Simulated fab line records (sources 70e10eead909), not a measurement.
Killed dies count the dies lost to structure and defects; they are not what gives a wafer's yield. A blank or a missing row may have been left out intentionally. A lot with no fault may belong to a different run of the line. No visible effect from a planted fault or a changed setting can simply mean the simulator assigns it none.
A lot that was struck, set against a sound lot ; flow nand-harc ; 43 steps out of a route of 1302
Sound: the wafers L798.1, L798.2, L798.4. Wafers L793.1, L793.2, L793.6 were the ones struck. The cause is named last.
For every step that has rows: the tool of each side, followed by ch and its chambers, followed by its first start. Under that, the readings that differ: sound wafers ; struck wafers ; difference of the means ; sigmas: that difference in standard deviations of wafers without a fault.
alike: same words and numbers on both sides, and readings whose means sit less than 2 such deviations apart. not compared: any withheld reading, any reading some wafer has no value for, any bound like >300 that may hide the same value, and any number with overlapping values for which the record gives no deviation.
Wherever a step has rows on one side only, a row that says differs or no value, or a row with sigmas, the two part there. Numbers that don't overlap but have no deviation are shown without sigmas and don't part them. A reading that every wafer of one side lacks parts them only if that side has two wafers or more.

NHARC_THIN_TSV_GRIND_00:
  sound on grinder-01 ch 0, day 33 13:22; struck on grinder-01 ch 0, day 31 09:01
  alike: motor-current-A
then, 1 step without rows for these wafers: NHARC_THIN_TSV_CMP_01 (polishes).
NHARC_THIN_TSV_THK_MEAS_02: measures by ir.
  struck on film-metro-01, day 31 10:31; sound on film-metro-01, day 33 14:50
  alike: thk-nm
then, 3 steps without rows for these wafers: NHARC_THIN_TSV_SRD_03; NHARC_THIN_TSV_PRECLEAN_41 (cleans in SC1); NHARC_THIN_TSV_SRD_42.
NHARC_THIN_TSV_DEP_43: deposits SiO2, target thk 1328.5 nm.
  sound on pecvd-03 ch 1,2, day 33 15:07; struck on pecvd-04 ch 0,1,2, day 31 10:47
  alike: throttle-valve-pct
then, 5 steps without rows for these wafers: NHARC_THIN_TSV_DEHYDRATE_04 (time 120 s); NHARC_THIN_TSV_HMDS_05 (time 30 s); NHARC_THIN_TSV_COAT_06; NHARC_THIN_TSV_SOFTBAKE_07 (time 95 s); NHARC_THIN_TSV_EBR_08.
NHARC_THIN_TSV_EXPOSE_09: exposes mask TSV.
  sound on krf-scanner-04 ch 0, day 33 15:47; struck on krf-scanner-03 ch 0, day 31 11:25
reading;sound;struck;difference;sigmas
exposure-dose-mJ-cm2;30.67 30.64 30.64;44.55 44.54 44.55;+13.90;+99 or more
  alike: mask
then, 2 steps without rows for these wafers: NHARC_THIN_TSV_PEB_10 (peb time 85 s); NHARC_THIN_TSV_DEVELOP_11 (time 70 s).
NHARC_THIN_TSV_CD_MEAS_12 targets a cd of 1000 nm.
  sound on cd-sem-02 ch 0, day 33 15:57; struck on cd-sem-03 ch 0, day 31 11:34
reading;sound;struck;difference;sigmas
cd-nm (nm);996.1 996.3 997.2;1008.3 1010.4 1009.4;+12.8;+8
then, 2 steps without rows for these wafers: NHARC_THIN_TSV_HARDBAKE_13 (time 80 s); NHARC_THIN_TSV_DESCUM_14 (chemistry O2, time 3 s).
NHARC_THIN_TSV_ETCH_44: etches the open film in CF4/O2, target depth 1594.2 nm, time 797.1 s.
  sound on rie-diel-05 ch 0,2,3, day 33 16:12; struck on rie-diel-01 ch 1,2,3, day 31 11:52
  alike: cf4-flow-sccm, drypump-motor-current-A, mfc-ar-sccm, oes-product-au, rf-vpp-V, showerhead-plenum-p-Torr, throttle-valve-pct
  not compared: rf-hours-counter-h
then, 1 step without rows for these wafers: NHARC_THIN_TSV_ETCH_15 (target depth 3000 nm, bosch target overetch cycles 2, bosch etch step 2.8 s).
NHARC_THIN_TSV_CD_MEAS_16:
  struck on cd-sem-02, day 31 12:32; sound on cd-sem-01, day 33 16:55
reading;sound;struck;difference;sigmas
cd-nm (nm);997.0 996.1 996.6;1008.1 1010.0 1008.7;+12.4;+7
NHARC_THIN_TSV_STRIP_45: strips in O2.
  sound on plasma-asher-01 ch 0,1, day 33 16:59; struck on plasma-asher-01 ch 0,1, day 31 12:36
  alike: drypump-motor-current-A, heater-power-w
  not compared: rf-hours-counter-h, rf-refl-power-W
then, 7 steps without rows for these wafers: NHARC_THIN_TSV_STRIP_46 (strips in post etch residue remover, time 1200 s); NHARC_THIN_TSV_DEP_47 (deposits SiO2, target thk 200 nm); NHARC_THIN_TSV_ETCHBACK_48 (etches the open film in C4F8/Ar, target depth 1028.5 nm, time 405.17 s); NHARC_THIN_TSV_STRIP_62 (strips in N2/H2, time 20 s); NHARC_THIN_TSV_DEGAS_49 (time 120 s); NHARC_THIN_TSV_PRE_CLEAN_50 (time 30 s); NHARC_THIN_TSV_PVD_19 (deposits TaN, target thk 20 nm).
NHARC_THIN_TSV_PVD_51: deposits Cu, target thk 100 nm.
  sound on pvd-sputter-02; struck on pvd-sputter-02
  alike: throttle-valve-pct
then, 11 steps without rows for these wafers: NHARC_THIN_TSV_ECD_20 (material Cu, target thk 2000 nm); NHARC_THIN_TSV_ANNEAL_52 (time 90 s); NHARC_THIN_TSV_CMP_21 (polishes, t overpolish 30 s, target thk 2000 nm); NHARC_THIN_TSV_SRD_23; NHARC_THIN_TSV_DEGAS_53 (time 60 s); NHARC_THIN_TSV_PRE_CLEAN_54 (time 30 s); NHARC_THIN_TSV_PVD_55 (deposits TiN, target thk 50 nm); NHARC_THIN_TSV_PVD_24 (deposits Al, target thk 800 nm); NHARC_THIN_TSV_DEHYDRATE_25 (time 120 s); NHARC_THIN_TSV_HMDS_26 (time 30 s); NHARC_THIN_TSV_COAT_27.
NHARC_THIN_TSV_CD_MEAS_37:
  struck on cd-sem-01, day 31 19:46; sound on cd-sem-03, day 33 23:31
reading;sound;struck;difference;sigmas
cd-nm (nm);4998.0 4996.4 4996.2;5007.0 5009.0 5006.9;+10.8;+5
NHARC_END_SORT_01:
  the record has rows for the struck wafers here (prober-02 ch 0, day 32 03:20) and none for the sound ones

WHERE THEY PART
First at NHARC_THIN_TSV_EXPOSE_09; last, within this record, at NHARC_END_SORT_01.

WHY: whatever the simulator had introduced
Process parameter drift: krf-scanner-03, from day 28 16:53 on, at NHARC_THIN_TSV_EXPOSE_09. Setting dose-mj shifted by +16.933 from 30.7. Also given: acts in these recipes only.
